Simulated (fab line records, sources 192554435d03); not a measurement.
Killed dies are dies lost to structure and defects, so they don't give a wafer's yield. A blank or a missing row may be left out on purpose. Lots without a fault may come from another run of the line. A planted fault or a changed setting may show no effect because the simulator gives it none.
Split-lot experiment | flow n5_finfet | 7 lots, 21 wafers read, on a route of 1938 steps

THE SPLIT
At N5_FIN_SAQP_PEB_14 (peb time 60 s), the setting peb_time_s was moved away from the recipe's 60 s on 10 of the 21 wafers read, by -16.8% to +21.2%. The other wafers ran this setting at the recipe's value.

FROM THE SPLIT TO THE READING: what the file shows between them, 1 step
- N5_FIN_SAQP_DEVELOP_15: develop time 30 s

THE READING
cd_nm, in nm, at N5_FIN_SAQP_CD_MEAS_16 (target cd 35.6 nm). Fault-free wafers of this fab line usually give 35.58 nm, standard deviation 0.27 nm.

wafer  | tool, chamber at the split | peb_time_s as run, s | against the recipe | cd_nm, nm | against lot-mates on the recipe
L074.3 | litho_track-02, 0          | 60                   | recipe             | 36.14     | -
L074.4 | litho_track-02, 0          | 60                   | recipe             | 35.43     | -
L074.6 | litho_track-02, 0          | 51.68                | -13.9%             | 37.54     | +1.76
L076.4 | litho_track-01, 0          | 72.71                | +21.2%             | 33.06     | -2.56
L076.5 | litho_track-01, 0          | 60                   | recipe             | 35.62     | -
L076.6 | litho_track-01, 0          | 72.71                | +21.2%             | 33.04     | -2.58
L079.3 | litho_track-01, 0          | 60                   | recipe             | 35.62     | -
L079.5 | litho_track-01, 0          | 60                   | recipe             | 35.74     | -
L079.6 | litho_track-01, 0          | 60                   | recipe             | 35.68     | -
L085.1 | litho_track-02, 0          | 49.94                | -16.8%             | 38.48     | +2.95
L085.2 | litho_track-02, 0          | 49.94                | -16.8%             | 38.32     | +2.79
L085.6 | litho_track-02, 0          | 60                   | recipe             | 35.53     | -
L093.4 | litho_track-01, 0          | 60                   | recipe             | 35.70     | -
L093.5 | litho_track-01, 0          | 64.23                | +7.1%              | 34.35     | -1.35
L093.6 | litho_track-01, 0          | 64.23                | +7.1%              | 34.45     | -1.25
L095.1 | litho_track-02, 0          | 71.86                | +19.8%             | 33.34     | -2.61
L095.2 | litho_track-02, 0          | 60                   | recipe             | 35.69     | -
L095.3 | litho_track-02, 0          | 60                   | recipe             | 36.21     | -
L096.4 | litho_track-03, 0          | 60                   | recipe             | 35.22     | -
L096.5 | litho_track-03, 0          | 52.86                | -11.9%             | 37.16     | +1.94
L096.6 | litho_track-03, 0          | 52.86                | -11.9%             | 37.55     | +2.33

THE FIT
A straight line over all 21 wafers: cd_nm changes by -0.137 nm for each +1% of peb_time_s; r = -0.98; the points scatter about the line by 0.3 nm.
The same after taking each lot's own level away (the mean of its wafers on the recipe; 21 wafers): -0.145 nm for each +1%; r = -0.98; scatter 0.31 nm.
On that fit, the largest move of peb_time_s shifts the reading by 3.1 nm.
The lots' own levels span 35.220 to 35.950 nm, that is 2.7 times the standard deviation above.
So the lot-to-lot level changes the slope little: the two slopes agree.
Check: with one of the wafers moved furthest among these (+21.2%) left out of the fit, the line predicts -3.08 nm for it against its lot-mates. It came out at -2.56 nm against them.

OTHER SPLITS ON THESE WAFERS
These wafers also went through other splits before the reading. Each is held against what the fit with the lots' levels taken away leaves over:
other split on the same wafers  | wafers away from the commonest value | r with cd_nm (lot level and that fit taken away)
N5_ZERO_LAYER_EXPOSE_08 dose_mj | 7                                    | +0.21
N5_WELL_APT_COAT_02 spin_rpm    | 7                                    | -0.36

THE FILE'S OWN FIT
cd_nm changes by -0.142 nm for each +1% of peb_time_s, r = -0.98.
